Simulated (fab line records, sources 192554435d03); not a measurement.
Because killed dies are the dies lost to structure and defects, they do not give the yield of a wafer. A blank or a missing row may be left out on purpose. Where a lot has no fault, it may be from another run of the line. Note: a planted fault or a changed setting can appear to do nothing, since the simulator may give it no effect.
fab line records | flow n5-finfet | part 1 of 2: steps 1 to 3 of 6
record: lots: 18 | wafers: 54 | last-day: 17
route steps=1938 shown FIN_SAQP@142 FIN_CUT@167 STI_FIN_REVEAL@199 DUMMY_GATE@218
lots that met no fault: from a run of the same line without faults
start-h: start of the lot's first displayed wafer, in hours after the record's first day | wait-h: hours since the lot's step before | " repeats the value in the row above | L1.1+2: one row covering several wafers at once | - no value, or no start given | * or withheld: withheld | < > ~ a bound
route shown NAME@n: a module of which the file shows steps, and the number in the route of the first | usual: mean/standard deviation of fault-free wafers | same: alike in all rows | chamber/n: place in a boat | sites: readings site by site | _std_site: standard deviation of those values | _edge_site: the outer-site mean with the inner-site mean subtracted | radius-mm: how far each site lies from the wafer's centre | mask NAME#n: copy n | behind: the tool/chamber that last shaped the wafer | hold: why the lot went on hold/how many hours it stayed there/how the hold came to an end | device: names the non-switching transistor (n, p or np) | end of line: tests run on the same wafers once the route is complete | a step given without rows: its recipe and nothing more | killed: at the first sort, the dies lost to defects and structure; wafer yield is something else | map: dies across one wafer; x = killed, . = not, _ = none there
set.NAME: the run value of the setting; set.NAME@STEP: its run value at that earlier step | model.NAME: the simulator's own value behind a step, which no gauge read
steps of the route over a sample of lots; a table a step, a row a wafer
services: the hour from which a tool's chamber was out of use, counted from the record's first day as start-h (under 0 if before that day), plus the number of hours and why
== steps ==
step: N5_FIN_SAQP_HM_OPEN_33
recipe: chemistry: CH3F/O2 | target: SiNx | mask-material: SiO2 | target-depth-a: 494 | time-s: 70.6 | pressure-mtorr: 30 | source-w: 395 | bias-w: 73 | Ar_flow_sccm: 150 | CH3F_flow_sccm: 30 | O2_flow_sccm: 20 | ion-energy-ev: 120 | ends: cleared
usual: O2_flow_sccm: 20.00/0.054 | drypump-motor-current-A: 5.6/0.48 | etch-rf-on-time-s: 69.0/1.6 | oes_ar_750_au: 0.79/0.085 | oes-product-au: 0.68/0.076 | rf-vpp-V: 299/7.8 | showerhead-plenum-p-Torr: 2.01/0.063 | throttle-valve-pct: 16.18/0.29
lot.wafer | tool        | chamber | start-h | wait-h | O2_flow_sccm | drypump-motor-current-A | etch-rf-on-time-s | oes_ar_750_au | oes-product-au | rf-hours-counter-h | rf-vpp-V | showerhead-plenum-p-Torr | throttle-valve-pct
L074.2    | rie-diel-05 | 3       | 25.44   | 0.0    | 20.04        | 5.4                     | 70.3              | 0.73          | 0.62           | 190                | 299      | 2.00                     | 16.32
L074.5    | "           | 2       | "       | "      | 20.06        | 5.7                     | 69.4              | 0.87          | 0.73           | -                  | 298      | 2.04                     | 16.19
L074.6    | "           | 3       | "       | "      | 19.99        | 5.4                     | 69.5              | 0.72          | 0.62           | -                  | 298      | 2.00                     | 16.32
L076.1    | rie-diel-02 | 1       | 38.15   | 0.0    | 20.00        | 6.1                     | 68.8              | 0.75          | 0.65           | 163                | 310      | 2.07                     | 16.35
L076.3    | "           | 3       | "       | "      | 20.01        | 5.8                     | 66.2              | 0.85          | 0.74           | 58                 | 294      | 2.03                     | 16.00
L076.5    | "           | 2       | "       | "      | 19.97        | 5.3                     | 70.6              | 0.66          | 0.57           | -                  | 305      | 1.87                     | 16.11
L078.1    | rie-diel-05 | 0       | 53.33   | 0.0    | 20.08        | 5.2                     | 70.4              | 0.85          | 0.72           | 55                 | 291      | 1.97                     | 16.04
L078.5    | "           | 1       | "       | "      | 20.07        | 4.9                     | 69.8              | 0.72          | 0.60           | -                  | 290      | 1.97                     | 16.06
L078.6    | "           | 2       | "       | "      | 20.03        | 5.6                     | 73.0              | 0.85          | 0.71           | -                  | 301      | 2.04                     | 16.20
L079.3    | rie-diel-06 | 2       | 56.42   | 0.0    | 19.95        | 6.4                     | 67.7              | 0.74          | 0.62           | 195                | 286      | 1.92                     | 16.93
L079.5    | "           | 3       | "       | "      | 20.00        | 6.6                     | 72.1              | 0.73          | 0.62           | -                  | 301      | 2.07                     | 16.48
L079.6    | "           | 0       | "       | "      | 19.99        | 5.0                     | 67.8              | 0.97          | 0.83           | -                  | 303      | 2.13                     | 15.91
L081.3    | rie-diel-02 | 0       | 68.17   | 0.1    | 19.97        | 5.7                     | 65.7              | 0.89          | 0.76           | 33                 | 300      | 1.96                     | 15.91
L081.4    | "           | 1       | "       | "      | 19.95        | 6.0                     | 68.7              | 0.74          | 0.64           | 177                | 308      | 2.07                     | 16.36
L081.5    | "           | 0       | "       | "      | 20.00        | 5.7                     | 67.5              | 0.90          | 0.76           | -                  | 299      | 1.96                     | 15.91
L082.2    | rie-diel-05 | 0       | 73.79   | 0.0    | 20.03        | 5.3                     | 70.8              | 0.83          | 0.72           | 63                 | 291      | 1.97                     | 16.08
L082.3    | "           | 2       | "       | "      | 20.05        | 5.6                     | 69.7              | 0.84          | 0.71           | 69                 | 300      | 2.04                     | 16.23
L082.6    | "           | 3       | "       | "      | 19.89        | 5.4                     | 70.2              | 0.72          | 0.60           | -                  | 298      | 1.99                     | 16.33
L084.1    | rie-diel-06 | 1       | 85.69   | 0.1    | 20.03        | 5.1                     | 66.7              | 0.70          | 0.59           | 220                | 289      | 1.97                     | 16.32
L084.3    | "           | 3       | "       | "      | 19.98        | 6.6                     | 69.4              | 0.72          | 0.61           | 183                | 301      | 2.06                     | 16.48
L084.5    | "           | 2       | "       | "      | 19.95        | 6.4                     | 68.1              | 0.73          | 0.61           | -                  | 284      | 1.91                     | 16.95
L085.1    | rie-diel-05 | 1       | 92.21   | 0.0    | 20.05        | 4.9                     | 66.4              | 0.70          | 0.60           | 238                | 289      | 1.96                     | 16.08
L085.3    | "           | 0       | "       | "      | 20.01        | 5.3                     | 67.4              | 0.83          | 0.70           | 70                 | 290      | 1.96                     | 16.08
L085.4    | "           | 3       | "       | "      | 20.02        | 5.4                     | 69.3              | 0.71          | 0.60           | 210                | 298      | 1.99                     | 16.35
L086.2    | rie-diel-05 | 2       | 97.20   | 0.1    | 19.98        | 5.6                     | 69.9              | 0.84          | 0.70           | 76                 | 298      | 2.03                     | 16.23
L086.4    | "           | 3       | "       | "      | 19.95        | 5.4                     | 70.4              | 0.71          | 0.60           | 212                | 299      | 1.99                     | 16.36
L086.5    | "           | 1       | "       | "      | 20.03        | 4.9                     | 69.3              | 0.70          | 0.58           | -                  | 290      | 1.96                     | 16.06
L087.1    | rie-diel-02 | 1       | 105.58  | 0.0    | 19.93        | 6.0                     | 68.3              | 0.73          | 0.62           | 189                | 309      | 2.06                     | 16.40
L087.4    | "           | 0       | "       | "      | 20.02        | 5.7                     | 67.6              | 0.88          | 0.74           | 43                 | 299      | 1.96                     | 15.93
L087.5    | "           | 1       | "       | "      | 19.88        | 6.0                     | 70.6              | 0.73          | 0.62           | -                  | 309      | 2.06                     | 16.38
L088.2    | rie-diel-05 | 2       | 111.03  | 0.1    | 19.97        | 5.6                     | 67.9              | 0.83          | 0.70           | 81                 | 299      | 2.03                     | 16.23
L088.5    | "           | 3       | "       | "      | 19.93        | 5.4                     | 69.1              | 0.71          | 0.60           | -                  | 298      | 1.99                     | 16.38
L088.6    | "           | 2       | "       | "      | 20.03        | 5.6                     | 69.4              | 0.83          | 0.69           | -                  | 301      | 2.03                     | 16.26
L089.1    | rie-diel-02 | 2       | 116.23  | 0.0    | 19.96        | 5.4                     | 69.7              | 0.91          | 0.79           | 19                 | 310      | 2.11                     | 15.72
L089.4    | "           | 1       | "       | "      | 20.04        | 6.0                     | 69.8              | 0.73          | 0.63           | 193                | 310      | 2.06                     | 16.39
L089.6    | "           | 0       | "       | "      | 20.05        | 5.7                     | 68.6              | 0.87          | 0.74           | -                  | 297      | 1.96                     | 15.93
L090.2    | rie-diel-02 | 1       | 123.16  | 0.0    | 19.98        | 6.0                     | 68.1              | 0.72          | 0.63           | 195                | 308      | 2.06                     | 16.40
L090.4    | "           | 2       | "       | "      | 20.03        | 5.3                     | 70.0              | 0.91          | 0.78           | -                  | 312      | 2.11                     | 15.73
L090.5    | "           | 3       | "       | "      | 19.93        | 5.8                     | 68.7              | 0.83          | 0.71           | -                  | 294      | 2.02                     | 16.07
L091.2    | rie-diel-06 | 2       | 128.25  | 0.2    | 19.92        | 6.5                     | 68.1              | 0.72          | 0.60           | 221                | 284      | 1.91                     | 16.97
L091.5    | "           | 0       | "       | "      | 19.95        | 5.0                     | 69.0              | 0.91          | 0.77           | -                  | 304      | 2.12                     | 15.94
L091.6    | "           | 1       | "       | "      | 19.98        | 5.1                     | 70.3              | 0.69          | 0.57           | -                  | 290      | 1.97                     | 16.34
L092.4    | rie-diel-06 | 1       | 132.84  | 0.0    | 20.01        | 5.1                     | 69.9              | 0.69          | 0.57           | 237                | 290      | 1.97                     | 16.36
L092.5    | "           | 0       | "       | "      | 20.03        | 5.0                     | 69.7              | 0.91          | 0.78           | -                  | 305      | 2.12                     | 15.93
L092.6    | "           | 1       | "       | "      | 19.97        | 5.1                     | 70.3              | 0.69          | 0.57           | -                  | 289      | 1.97                     | 16.35
L094.1    | rie-diel-06 | 0       | 145.99  | 0.0    | 20.06        | 5.0                     | 66.5              | 0.91          | 0.77           | 42                 | 305      | 2.12                     | 15.95
L094.4    | "           | 3       | "       | "      | 20.00        | 6.6                     | 70.1              | 0.70          | 0.60           | 205                | 302      | 2.06                     | 16.55
L094.5    | "           | 1       | "       | "      | 20.00        | 5.1                     | 69.3              | 0.69          | 0.58           | -                  | 289      | 1.97                     | 16.35
L095.1    | rie-diel-02 | 3       | 152.38  | 0.0    | 20.02        | 5.8                     | 68.4              | 0.81          | 0.70           | 100                | 293      | 2.02                     | 16.08
L095.3    | "           | 1       | "       | "      | 20.01        | 6.0                     | 70.1              | 0.72          | 0.62           | 204                | 309      | 2.06                     | 16.42
L095.4    | "           | 3       | "       | "      | 19.96        | 5.8                     | 69.3              | 0.81          | 0.70           | -                  | 293      | 2.02                     | 16.10
L096.3    | rie-diel-02 | 2       | 157.32  | 0.2    | 19.86        | 5.4                     | 71.3              | 0.88          | 0.75           | 33                 | 313      | 2.11                     | 15.75
L096.4    | "           | 3       | "       | "      | 20.00        | 5.8                     | 69.4              | 0.81          | 0.69           | 102                | 293      | 2.01                     | 16.08
L096.6    | "           | 3       | "       | "      | 20.01        | 5.8                     | 68.8              | 0.81          | 0.69           | -                  | 293      | 2.01                     | 16.08
step: N5_FIN_CUT_ETCH_30
recipe: chemistry: N2/H2 | target: underlayer | target-depth-a: 130 | mask-material: CAR-EUV | time-s: 10.4 | ion-energy-ev: 200 | pressure-mtorr: 30 | source-w: 840 | bias-w: 150 | n2-flow-sccm: 200 | h2-flow-sccm: 200 | ends: cleared
usual: drypump-motor-current-A: 5.6/0.43 | etch-rf-on-time-s: 10.37/0.13 | h2-flow-sccm: 200.0/0.57 | oes-product-au: 0.65/0.068 | rf-vpp-V: 523.3/2.6 | showerhead-plenum-p-Torr: 2.52/0.088 | throttle-valve-pct: 17.78/0.28
lot.wafer | tool        | chamber | start-h | wait-h | drypump-motor-current-A | etch-rf-on-time-s | h2-flow-sccm | oes-product-au | rf-hours-counter-h | rf-vpp-V | showerhead-plenum-p-Torr | throttle-valve-pct
L074.2    | rie-diel-04 | 2       | 26.76   | 0.0    | 6.2                     | 10.40             | 200.6        | 0.83           | 4                  | 525.8    | 2.60                     | 17.29
L074.5    | "           | 2       | "       | "      | 6.2                     | 10.46             | 199.4        | 0.82           | -                  | 524.8    | 2.60                     | 17.28
L074.6    | "           | 1       | "       | "      | 5.7                     | 10.22             | 200.1        | 0.69           | -                  | 518.7    | 2.35                     | 17.50
L076.1    | rie-diel-03 | 3       | 39.21   | 0.0    | 5.7                     | 10.42             | 200.0        | 0.60           | 193                | 524.2    | 2.54                     | 18.05
L076.3    | "           | 0       | "       | "      | 6.0                     | 10.48             | 200.1        | 0.60           | 195                | 522.4    | 2.51                     | 17.53
L076.5    | "           | 3       | "       | "      | 5.7                     | 10.54             | 198.8        | 0.60           | -                  | 522.6    | 2.54                     | 18.05
L078.1    | rie-diel-01 | 0       | 54.56   | 0.0    | 5.0                     | 10.33             | 200.5        | 0.60           | 224                | 523.1    | 2.53                     | 18.01
L078.5    | "           | 0       | "       | "      | 4.9                     | 10.38             | 200.6        | 0.60           | -                  | 523.8    | 2.53                     | 18.01
L078.6    | "           | 3       | "       | "      | 5.6                     | 10.40             | 199.3        | 0.69           | -                  | 527.1    | 2.68                     | 17.70
L079.3    | rie-diel-01 | 3       | 57.42   | 0.0    | 5.6                     | 10.41             | 200.8        | 0.68           | 112                | 527.2    | 2.68                     | 17.69
L079.5    | "           | 0       | "       | "      | 5.0                     | 10.52             | 200.1        | 0.59           | -                  | 522.9    | 2.52                     | 18.00
L079.6    | "           | 3       | "       | "      | 5.6                     | 10.41             | 199.5        | 0.68           | -                  | 528.6    | 2.68                     | 17.71
L081.3    | rie-diel-03 | 0       | 69.34   | 0.0    | 6.1                     | 10.24             | 199.6        | 0.60           | 204                | 524.0    | 2.51                     | 17.54
L081.4    | "           | 2       | "       | "      | 5.0                     | 10.41             | 199.7        | 0.59           | 228                | 526.5    | 2.62                     | 17.85
L081.5    | "           | 0       | "       | "      | 6.1                     | 10.30             | 199.0        | 0.60           | -                  | 524.0    | 2.51                     | 17.57
L082.2    | rie-diel-04 | 2       | 74.79   | 0.0    | 6.2                     | 10.35             | 200.2        | 0.80           | 17                 | 526.1    | 2.59                     | 17.32
L082.3    | "           | 0       | "       | "      | 5.7                     | 10.37             | 200.1        | 0.61           | 212                | 522.1    | 2.52                     | 18.17
L082.6    | "           | 1       | "       | "      | 5.7                     | 10.23             | 199.5        | 0.68           | -                  | 518.8    | 2.35                     | 17.52
L084.1    | rie-diel-01 | 0       | 86.69   | 0.0    | 5.0                     | 10.41             | 199.6        | 0.60           | 233                | 524.1    | 2.52                     | 18.03
L084.3    | "           | 3       | "       | "      | 5.6                     | 10.44             | 200.8        | 0.68           | 121                | 529.1    | 2.67                     | 17.72
L084.5    | "           | 3       | "       | "      | 5.6                     | 10.44             | 200.3        | 0.68           | -                  | 527.8    | 2.67                     | 17.72
L085.1    | rie-diel-04 | 1       | 93.43   | 0.0    | 5.7                     | 10.28             | 200.7        | 0.67           | 118                | 518.9    | 2.34                     | 17.53
L085.3    | "           | 2       | "       | "      | 6.2                     | 10.54             | 199.0        | 0.78           | 22                 | 524.7    | 2.59                     | 17.32
L085.4    | "           | 1       | "       | "      | 5.7                     | 10.29             | 200.6        | 0.67           | -                  | 517.4    | 2.34                     | 17.53
L086.2    | rie-diel-01 | 2       | 98.32   | 0.0    | 5.2                     | 10.50             | 199.5        | 0.69           | 106                | 520.6    | 2.45                     | 17.68
L086.4    | "           | 0       | "       | "      | 5.0                     | 10.56             | 199.9        | 0.59           | 236                | 524.2    | 2.52                     | 18.04
L086.5    | "           | 1       | "       | "      | 5.8                     | 10.31             | 198.9        | 0.76           | -                  | 523.2    | 2.49                     | 17.59
L087.1    | rie-diel-03 | 2       | 106.59  | 0.0    | 5.0                     | 10.43             | 198.9        | 0.59           | 238                | 525.0    | 2.62                     | 17.88
L087.4    | "           | 3       | "       | "      | 5.7                     | 10.61             | 200.4        | 0.58           | 213                | 522.2    | 2.53                     | 18.07
L087.5    | "           | 1       | "       | "      | 6.3                     | 10.31             | 201.2        | 0.61           | -                  | 527.8    | 2.62                     | 18.23
L088.2    | rie-diel-01 | 1       | 112.15  | 0.0    | 5.8                     | 10.31             | 200.0        | 0.76           | 53                 | 523.9    | 2.49                     | 17.59
L088.5    | "           | 2       | "       | "      | 5.2                     | 10.55             | 199.2        | 0.69           | -                  | 521.5    | 2.45                     | 17.68
L088.6    | "           | 1       | "       | "      | 5.8                     | 10.34             | 200.5        | 0.75           | -                  | 522.1    | 2.49                     | 17.59
L089.1    | rie-diel-03 | 1       | 117.36  | 0.0    | 6.4                     | 10.35             | 199.2        | 0.59           | 220                | 526.6    | 2.61                     | 18.22
L089.4    | "           | 2       | "       | "      | 5.0                     | 10.42             | 200.2        | 0.59           | 241                | 525.4    | 2.62                     | 17.89
L089.6    | "           | 2       | "       | "      | 5.0                     | 10.42             | 200.7        | 0.59           | -                  | 525.4    | 2.62                     | 17.89
L090.2    | rie-diel-03 | 2       | 124.16  | 0.0    | 5.0                     | 10.33             | 200.4        | 0.59           | 244                | 525.2    | 2.62                     | 17.90
L090.4    | "           | 0       | "       | "      | 6.0                     | 10.32             | 200.4        | 0.59           | 220                | 524.2    | 2.50                     | 17.59
L090.5    | "           | 0       | "       | "      | 6.0                     | 10.36             | 200.3        | 0.60           | -                  | 523.2    | 2.50                     | 17.59
L091.2    | rie-diel-03 | 2       | 129.37  | 0.0    | 5.0                     | 10.24             | 201.0        | 0.59           | 245                | 525.6    | 2.62                     | 17.87
L091.5    | "           | 1       | "       | "      | 6.3                     | 10.30             | 199.7        | 0.60           | -                  | 525.5    | 2.61                     | 18.24
L091.6    | "           | 0       | "       | "      | 6.1                     | 10.35             | 200.0        | 0.58           | -                  | 522.9    | 2.50                     | 17.58
L092.4    | rie-diel-01 | 3       | 133.84  | 0.0    | 5.6                     | 10.57             | 199.8        | 0.66           | 135                | 527.5    | 2.67                     | 17.75
L092.5    | "           | 3       | "       | "      | 5.6                     | 10.42             | 200.5        | 0.66           | -                  | 527.0    | 2.67                     | 17.75
L092.6    | "           | 2       | "       | "      | 5.2                     | 10.58             | 199.5        | 0.68           | -                  | 521.5    | 2.45                     | 17.68
L094.1    | rie-diel-01 | 3       | 147.31  | 0.0    | 5.6                     | 10.44             | 200.1        | 0.66           | 140                | 527.4    | 2.66                     | 17.76
L094.4    | "           | 2       | "       | "      | 5.2                     | 10.46             | 199.9        | 0.68           | -                  | 520.3    | 2.45                     | 17.71
L094.5    | "           | 3       | "       | "      | 5.6                     | 10.46             | 200.6        | 0.66           | -                  | 529.2    | 2.66                     | 17.72
L095.1    | rie-diel-03 | 1       | 153.66  | 0.0    | 6.3                     | 10.40             | 200.7        | 0.60           | 233                | 525.8    | 2.61                     | 18.27
L095.3    | "           | 0       | "       | "      | 6.1                     | 10.37             | 200.1        | 0.58           | 230                | 522.6    | 2.50                     | 17.61
L095.4    | "           | 1       | "       | "      | 6.3                     | 10.31             | 199.9        | 0.60           | -                  | 526.2    | 2.61                     | 18.26
L096.3    | rie-diel-04 | 2       | 158.51  | 0.0    | 6.2                     | 10.47             | 200.5        | 0.75           | 42                 | 525.7    | 2.58                     | 17.36
L096.4    | "           | 1       | "       | "      | 5.7                     | 10.22             | 200.0        | 0.66           | 134                | 517.5    | 2.34                     | 17.57
L096.6    | "           | 0       | "       | "      | 5.8                     | 10.25             | 199.8        | 0.60           | -                  | 523.8    | 2.51                     | 18.22
step: N5_FIN_CUT_CUT_ETCH_27
recipe: chemistry: CHF3/O2 | target: SiO2 | target-depth-a: 40 | mask-material: SOC | overetch-a: 20 | time-s: 4.9 | pressure-mtorr: 30 | source-w: 650 | bias-w: 170 | Ar_flow_sccm: 200 | CHF3_flow_sccm: 50 | O2_flow_sccm: 5 | ion-energy-ev: 200
usual: O2_flow_sccm: 4.999/0.015 | drypump-motor-current-A: 5.6/0.43 | oes_ar_750_au: 0.77/0.078 | oes-product-au: 0.60/0.063 | rf-vpp-V: 522/11 | showerhead-plenum-p-Torr: 2.39/0.079 | throttle-valve-pct: 18.74/0.23
lot.wafer | tool        | chamber | start-h | wait-h | O2_flow_sccm | drypump-motor-current-A | oes_ar_750_au | oes-product-au | rf-hours-counter-h | rf-vpp-V | showerhead-plenum-p-Torr | throttle-valve-pct
L074.2    | rie-diel-04 | 2       | 27.21   | 0.0    | 4.996        | 6.2                     | 0.97          | 0.77           | 5                  | 527      | 2.48                     | 18.36
L074.5    | "           | 2       | "       | "      | 4.999        | 6.2                     | 0.97          | 0.77           | -                  | 529      | 2.48                     | 18.36
L074.6    | "           | 1       | "       | "      | 4.993        | 5.7                     | 0.79          | 0.63           | -                  | 516      | 2.24                     | 18.55
L076.1    | rie-diel-03 | 3       | 39.66   | 0.0    | 4.986        | 5.7                     | 0.72          | 0.57           | 194                | 507      | 2.40                     | 18.91
L076.3    | "           | 0       | "       | "      | 4.994        | 6.0                     | 0.71          | 0.56           | 195                | 516      | 2.38                     | 18.53
L076.5    | "           | 3       | "       | "      | 4.985        | 5.7                     | 0.72          | 0.56           | -                  | 509      | 2.40                     | 18.91
L078.1    | rie-diel-01 | 0       | 55.01   | 0.0    | 4.992        | 5.0                     | 0.71          | 0.57           | 224                | 516      | 2.40                     | 18.96
L078.5    | "           | 0       | "       | "      | 5.010        | 5.0                     | 0.71          | 0.55           | -                  | 518      | 2.40                     | 18.95
L078.6    | "           | 3       | "       | "      | 5.015        | 5.6                     | 0.79          | 0.64           | -                  | 534      | 2.53                     | 18.62
L079.3    | rie-diel-01 | 3       | 57.87   | 0.0    | 5.019        | 5.6                     | 0.80          | 0.63           | 112                | 534      | 2.53                     | 18.63
L079.5    | "           | 0       | "       | "      | 5.012        | 4.9                     | 0.71          | 0.56           | -                  | 517      | 2.40                     | 18.93
L079.6    | "           | 3       | "       | "      | 5.013        | 5.6                     | 0.80          | 0.63           | -                  | 535      | 2.53                     | 18.62
L081.3    | rie-diel-03 | 0       | 69.79   | 0.0    | 4.997        | 6.0                     | 0.71          | 0.55           | 204                | 514      | 2.37                     | 18.54
L081.4    | "           | 2       | "       | "      | 5.003        | 5.0                     | 0.69          | 0.55           | 228                | 545      | 2.46                     | 18.76
L081.5    | "           | 0       | "       | "      | 4.988        | 6.0                     | 0.71          | 0.56           | -                  | 516      | 2.37                     | 18.53
L082.2    | rie-diel-04 | 2       | 75.23   | 0.0    | 5.010        | 6.2                     | 0.93          | 0.75           | 17                 | 528      | 2.48                     | 18.36
L082.3    | "           | 0       | "       | "      | 4.993        | 5.8                     | 0.72          | 0.57           | 212                | 523      | 2.37                     | 18.97
L082.6    | "           | 1       | "       | "      | 5.000        | 5.7                     | 0.78          | 0.62           | -                  | 514      | 2.24                     | 18.56
L084.1    | rie-diel-01 | 0       | 87.13   | 0.0    | 4.961        | 4.9                     | 0.70          | 0.55           | 233                | 517      | 2.40                     | 18.95
L084.3    | "           | 3       | "       | "      | 5.006        | 5.6                     | 0.78          | 0.63           | 121                | 536      | 2.53                     | 18.63
L084.5    | "           | 3       | "       | "      | 5.014        | 5.6                     | 0.78          | 0.63           | -                  | 534      | 2.53                     | 18.63
L085.1    | rie-diel-04 | 1       | 93.88   | 0.0    | 4.985        | 5.7                     | 0.77          | 0.62           | 118                | 514      | 2.23                     | 18.59
L085.3    | "           | 2       | "       | "      | 5.016        | 6.2                     | 0.92          | 0.73           | 23                 | 528      | 2.47                     | 18.36
L085.4    | "           | 1       | "       | "      | 4.986        | 5.7                     | 0.79          | 0.61           | -                  | 514      | 2.23                     | 18.59
L086.2    | rie-diel-01 | 2       | 98.77   | 0.0    | 4.988        | 5.2                     | 0.81          | 0.64           | 106                | 528      | 2.34                     | 18.70
L086.4    | "           | 0       | "       | "      | 5.007        | 5.0                     | 0.70          | 0.54           | 236                | 517      | 2.40                     | 18.96
L086.5    | "           | 1       | "       | "      | 4.998        | 5.8                     | 0.89          | 0.70           | -                  | 508      | 2.36                     | 18.53
L087.1    | rie-diel-03 | 2       | 107.04  | 0.0    | 4.982        | 5.0                     | 0.68          | 0.55           | 238                | 545      | 2.46                     | 18.77
L087.4    | "           | 3       | "       | "      | 5.003        | 5.7                     | 0.70          | 0.55           | 213                | 509      | 2.39                     | 18.95
L087.5    | "           | 1       | "       | "      | 4.997        | 6.3                     | 0.71          | 0.56           | -                  | 533      | 2.48                     | 19.19
L088.2    | rie-diel-01 | 1       | 112.60  | 0.0    | 5.006        | 5.8                     | 0.90          | 0.69           | 53                 | 509      | 2.36                     | 18.51
L088.5    | "           | 2       | "       | "      | 4.995        | 5.2                     | 0.80          | 0.64           | -                  | 528      | 2.33                     | 18.71
L088.6    | "           | 1       | "       | "      | 5.002        | 5.7                     | 0.90          | 0.69           | -                  | 510      | 2.36                     | 18.53
L089.1    | rie-diel-03 | 1       | 117.81  | 0.0    | 5.008        | 6.3                     | 0.71          | 0.56           | 221                | 532      | 2.48                     | 19.19
L089.4    | "           | 2       | "       | "      | 5.001        | 5.0                     | 0.68          | 0.55           | 241                | 546      | 2.45                     | 18.77
L089.6    | "           | 2       | "       | "      | 5.002        | 5.0                     | 0.69          | 0.54           | -                  | 543      | 2.45                     | 18.79
L090.2    | rie-diel-03 | 2       | 124.60  | 0.0    | 4.994        | 5.0                     | 0.68          | 0.54           | 244                | 545      | 2.45                     | 18.79
L090.4    | "           | 0       | "       | "      | 5.003        | 6.0                     | 0.70          | 0.55           | 221                | 515      | 2.37                     | 18.56
L090.5    | "           | 0       | "       | "      | 4.999        | 6.1                     | 0.70          | 0.54           | -                  | 515      | 2.37                     | 18.56
L091.2    | rie-diel-03 | 2       | 129.82  | 0.0    | 5.020        | 5.0                     | 0.68          | 0.54           | 246                | 545      | 2.45                     | 18.78
L091.5    | "           | 1       | "       | "      | 4.963        | 6.3                     | 0.71          | 0.56           | -                  | 531      | 2.48                     | 19.20
L091.6    | "           | 0       | "       | "      | 4.956        | 6.0                     | 0.70          | 0.55           | -                  | 515      | 2.37                     | 18.56
L092.4    | rie-diel-01 | 3       | 134.29  | 0.0    | 5.011        | 5.6                     | 0.77          | 0.62           | 136                | 536      | 2.52                     | 18.66
L092.5    | "           | 3       | "       | "      | 4.998        | 5.6                     | 0.77          | 0.61           | -                  | 536      | 2.52                     | 18.69
L092.6    | "           | 2       | "       | "      | 4.989        | 5.2                     | 0.80          | 0.63           | -                  | 529      | 2.33                     | 18.70
L094.1    | rie-diel-01 | 3       | 147.75  | 0.0    | 5.034        | 5.6                     | 0.77          | 0.61           | 140                | 534      | 2.52                     | 18.66
L094.4    | "           | 2       | "       | "      | 5.000        | 5.2                     | 0.79          | 0.62           | -                  | 528      | 2.33                     | 18.71
L094.5    | "           | 3       | "       | "      | 5.024        | 5.6                     | 0.77          | 0.62           | -                  | 534      | 2.52                     | 18.67
L095.1    | rie-diel-03 | 1       | 154.11  | 0.0    | 4.978        | 6.3                     | 0.71          | 0.56           | 233                | 532      | 2.48                     | 19.21
L095.3    | "           | 0       | "       | "      | 5.024        | 6.1                     | 0.69          | 0.54           | 231                | 516      | 2.36                     | 18.57
L095.4    | "           | 1       | "       | "      | 4.984        | 6.3                     | 0.70          | 0.55           | -                  | 532      | 2.48                     | 19.22
L096.3    | rie-diel-04 | 2       | 158.96  | 0.0    | 5.003        | 6.2                     | 0.88          | 0.70           | 42                 | 527      | 2.47                     | 18.42
L096.4    | "           | 1       | "       | "      | 5.004        | 5.7                     | 0.76          | 0.61           | 134                | 514      | 2.23                     | 18.62
L096.6    | "           | 0       | "       | "      | 5.010        | 5.8                     | 0.71          | 0.55           | -                  | 523      | 2.36                     | 19.04
